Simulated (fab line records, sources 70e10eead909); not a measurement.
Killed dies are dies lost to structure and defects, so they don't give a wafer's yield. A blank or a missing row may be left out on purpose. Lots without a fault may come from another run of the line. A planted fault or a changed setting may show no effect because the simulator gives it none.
A struck lot beside a sound one | flow nand_harc | 14 steps out of a route of 1159
Sound: wafers L860.4, L860.5, L860.6. Struck: wafers L866.1, L866.2, L866.3. The cause comes at the end.
At each step with rows: each side's tool, then ch and its chambers, then its first start. Under that, the readings that differ: sound wafers | struck wafers | difference of the means | sigmas: that difference in standard deviations of wafers without a fault.
alike: readings whose means differ by less than 2 such deviations, and words and numbers that are the same on both sides. not compared: withheld readings, readings that some wafer has no value for, bounds like >300 that may hide the same value, and numbers for which the record gives no deviation and whose values overlap.
The two part at a step that has a row with sigmas, a row that says differs or no value, or rows on one side only. Numbers that don't overlap but have no deviation are shown without sigmas and don't part them. A reading that every wafer of one side lacks parts them only if that side has two wafers or more.

first, 2 steps without rows for these wafers: NHARC_P_STI_SRD_39; NHARC_P_STI_OXIDE_40 (material SiO2, target thk 10 nm, ox time 1362 s).
NHARC_P_STI_INSPECT_25:
  sound on defect_inspect-02, day 4 08:35; struck on defect_inspect-02, day 5 23:15
  alike: raw_defect_count
then, 9 steps without rows for these wafers: NHARC_P_GATE_ETCH_69 (etches SiO2 in dHF, target depth 14 nm); NHARC_P_GATE_PRECLEAN_70 (cleans in SC1); NHARC_P_GATE_SRD_01; NHARC_P_GATE_OXIDE_02 (material SiO2, target thk 37.5 nm, ox time 365 s); NHARC_P_GATE_DEHYDRATE_03 (time 120 s); NHARC_P_GATE_HMDS_04 (time 30 s); NHARC_P_GATE_COAT_05; NHARC_P_GATE_SOFTBAKE_06 (time 95 s); NHARC_P_GATE_EBR_07.
NHARC_P_GATE_EXPOSE_08: exposes mask P HV.
  sound on krf_scanner-03 ch 0, day 4 16:35; struck on krf_scanner-01 ch 0, day 6 10:05
  reading                        | sound                | struck            | difference | sigmas
  model.P_GATE.overlay_x_nm (nm) | -3.985 -3.985 -3.985 | 26.72 26.72 26.72 | +30.70     |
  alike: mask
then, 1 step without rows for these wafers: NHARC_P_GATE_PEB_09 (peb time 85 s).

WHERE THEY PART
Nowhere in this record.

WHY: what the simulator had put in
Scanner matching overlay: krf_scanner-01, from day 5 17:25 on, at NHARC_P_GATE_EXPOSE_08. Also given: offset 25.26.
